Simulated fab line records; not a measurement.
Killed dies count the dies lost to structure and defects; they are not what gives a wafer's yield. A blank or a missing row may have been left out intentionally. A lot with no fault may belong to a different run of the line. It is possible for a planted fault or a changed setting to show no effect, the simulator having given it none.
Which tool did it? || flow nand harc || 12 lots with 36 wafers sampled at 5 steps, on a route of 1159 steps

## WHAT THE GAUGES SHOWED, per wafer
NHARC_A_CHANNEL_HOLE_D1_CD_MEAS_30.
{"lot": "L075", "measured": "day 9 05:51", "on": "cd sem-02", "cd nm (nm)": "93.8 94.8 90.4"}
{"lot": "L076", "measured": "day 9 10:01", "on": "cd sem-01", "cd nm (nm)": "86.9 92.1 89.2"}
{"lot": "L079", "measured": "day 10 02:53", "on": "cd sem-02", "cd nm (nm)": "91.6 88.6 91.0"}
{"lot": "L081", "measured": "day 10 15:35", "on": "cd sem-01", "cd nm (nm)": "89.7 89.8 89.0"}
{"lot": "L084", "measured": "day 10 18:16", "on": "cd sem-02", "cd nm (nm)": "92.8 87.9 90.9"}
{"lot": "L086", "measured": "day 11 16:48", "on": "cd sem-02", "cd nm (nm)": "86.7 89.5 87.1"}
{"lot": "L085", "measured": "day 11 20:56", "on": "cd sem-02", "cd nm (nm)": "89.7 89.5 92.1"}
{"lot": "L089", "measured": "day 12 12:59", "on": "cd sem-02", "cd nm (nm)": "89.8 89.5 89.5"}
{"lot": "L090", "measured": "day 12 19:20", "on": "cd sem-02", "cd nm (nm)": "88.0 87.9 91.6"}
{"lot": "L094", "measured": "day 13 03:48", "on": "cd sem-02", "cd nm (nm)": "87.4 90.8 87.7"}
{"lot": "L095", "measured": "day 13 17:01", "on": "cd sem-02", "cd nm (nm)": "93.0 91.8 92.2"}
{"lot": "L096", "measured": "day 14 14:26", "on": "cd sem-03", "cd nm (nm)": "87.7 90.1 87.5"}

## EACH LOT AND THE TOOL THAT RAN IT (in order: tool; ch and the chambers of the sampled wafers; start)
{"lot": "L075", "NHARC_P_M1_ANNEAL_31": "rtp anneal-02 ch 0, day 6 16:04", "NHARC_P_M1_CMP_23": "cmp-01 ch 0,2,3, day 6 16:23", "NHARC_P_BONDPAD_ETCH_24": "rie diel-04 ch 0,2,3, day 9 01:17 or earlier", "NHARC_A_CHANNEL_HOLE_D1_ETCH_22": "har etch-01 ch 0,1, day 9 01:17"}
{"lot": "L076", "NHARC_P_M1_ANNEAL_31": "rtp anneal-01 ch 0, day 6 18:13", "NHARC_P_M1_CMP_23": "cmp-01 ch 0,1, day 6 18:35", "NHARC_P_BONDPAD_ETCH_24": "rie diel-04 ch 0,1, day 9 05:27 or earlier", "NHARC_A_CHANNEL_HOLE_D1_ETCH_22": "har etch-01 ch 0,1, day 9 05:27"}
{"lot": "L079", "NHARC_P_M1_ANNEAL_31": "rtp anneal-02 ch 0, day 7 16:31", "NHARC_P_M1_CMP_23": "cmp-03 ch 0,3, day 7 16:53", "NHARC_P_BONDPAD_ETCH_24": "rie diel-04 ch 0,3, day 9 22:10 or earlier", "NHARC_A_CHANNEL_HOLE_D1_ETCH_22": "har etch-01 ch 0,1, day 9 22:10"}
{"lot": "L081", "NHARC_P_M1_ANNEAL_31": "rtp anneal-01 ch 0, day 7 22:05", "NHARC_P_M1_CMP_23": "cmp-03 ch 0,2,3, day 7 22:19", "NHARC_P_BONDPAD_ETCH_24": "rie diel-01 ch 1,2,3, day 10 11:03 or earlier", "NHARC_A_CHANNEL_HOLE_D1_ETCH_22": "har etch-02 ch 0,1, day 10 11:03"}
{"lot": "L084", "NHARC_P_M1_ANNEAL_31": "rtp anneal-01 ch 0, day 8 07:42", "NHARC_P_M1_CMP_23": "cmp-02 ch 0,2,3, day 8 07:58", "NHARC_P_BONDPAD_ETCH_24": "rie diel-04 ch 2,3, day 10 13:22 or earlier", "NHARC_A_CHANNEL_HOLE_D1_ETCH_22": "har etch-01 ch 0,1, day 10 13:22"}
{"lot": "L086", "NHARC_P_M1_ANNEAL_31": "rtp anneal-01 ch 0, day 9 08:45", "NHARC_P_M1_CMP_23": "cmp-01 ch 1,3, day 9 09:04", "NHARC_P_BONDPAD_ETCH_24": "rie diel-04 ch 1,3, day 11 12:05 or earlier", "NHARC_A_CHANNEL_HOLE_D1_ETCH_22": "har etch-02 ch 0,1, day 11 12:05"}
{"lot": "L085", "NHARC_P_M1_ANNEAL_31": "rtp anneal-01 ch 0, day 9 10:13", "NHARC_P_M1_CMP_23": "cmp-03 ch 1,2,3, day 9 10:30", "NHARC_P_BONDPAD_ETCH_24": "rie diel-01 ch 0,1,2, day 11 16:21 or earlier", "NHARC_A_CHANNEL_HOLE_D1_ETCH_22": "har etch-02 ch 0,1, day 11 16:21"}
{"lot": "L089", "NHARC_P_M1_ANNEAL_31": "rtp anneal-01 ch 0, day 10 01:27", "NHARC_P_M1_CMP_23": "cmp-01 ch 0,1,2, day 10 01:49", "NHARC_P_BONDPAD_ETCH_24": "rie diel-04 ch 0,2,3, day 12 08:17 or earlier", "NHARC_A_CHANNEL_HOLE_D1_ETCH_22": "har etch-01 ch 0,1, day 12 08:17"}
{"lot": "L090", "NHARC_P_M1_ANNEAL_31": "rtp anneal-01 ch 0, day 10 08:57", "NHARC_P_M1_CMP_23": "cmp-03 ch 0,1,2, day 10 09:18", "NHARC_P_BONDPAD_ETCH_24": "rie diel-12 ch 0,1,2, day 12 14:29 or earlier", "NHARC_A_CHANNEL_HOLE_D1_ETCH_22": "har etch-01 ch 0,1, day 12 14:29"}
{"lot": "L094", "NHARC_P_M1_ANNEAL_31": "rtp anneal-01 ch 0, day 10 19:11", "NHARC_P_M1_CMP_23": "cmp-02 ch 0,1,2, day 10 19:28", "NHARC_P_BONDPAD_ETCH_24": "rie diel-12 ch 0,1,2, day 12 23:11 or earlier", "NHARC_A_CHANNEL_HOLE_D1_ETCH_22": "har etch-01 ch 0,1, day 12 23:11"}
{"lot": "L095", "NHARC_P_M1_ANNEAL_31": "rtp anneal-02 ch 0, day 11 07:36", "NHARC_P_M1_CMP_23": "cmp-02 ch 0,1, day 11 08:15", "NHARC_P_BONDPAD_ETCH_24": "rie diel-12 ch 0,2,3, day 13 12:27 or earlier", "NHARC_A_CHANNEL_HOLE_D1_ETCH_22": "har etch-02 ch 0,1, day 13 12:27"}
{"lot": "L096", "NHARC_P_M1_ANNEAL_31": "rtp anneal-02 ch 0, day 11 21:54", "NHARC_P_M1_CMP_23": "cmp-03 ch 0,1,2, day 11 22:15", "NHARC_P_BONDPAD_ETCH_24": "rie diel-04 ch 0,1,2, day 14 09:27 or earlier", "NHARC_A_CHANNEL_HOLE_D1_ETCH_22": "har etch-02 ch 0,1, day 14 09:27"}
- NHARC_P_M1_ANNEAL_31: time 90 s.
- NHARC_P_M1_CMP_23: polishes, t overpolish 20 s, target thk 157.82 nm.
- NHARC_P_BONDPAD_ETCH_24: etches the open film in CF4/N2, target depth 30 nm, time 72.99 s.
- NHARC_A_CHANNEL_HOLE_D1_ETCH_22: etches the open film in C4F8/O2/Ar, time 666.7 s, target depth 1600 nm.

## THE ANSWER, worked out from the rows above alone
Rule: the lots themselves supply what counts as usual. Put in order of their means at a reading, lots are off if they are a third of the lots or fewer, leave a main group of 4 or more, and stand apart from it by a gap of 3 or more times the standard deviation of the main group's means; of several such gaps the widest counts. If all means in a main group match to the digits the tables above print for the reading, that group is not used. A lot without any number at a reading at which 4 lots or more have one is off too. Any other lot the step has rows for is counted as sound.
No lot is off on any of the readings shown, so nothing can be concluded from this.

## WHAT WAS PUT IN BY THE SIMULATOR
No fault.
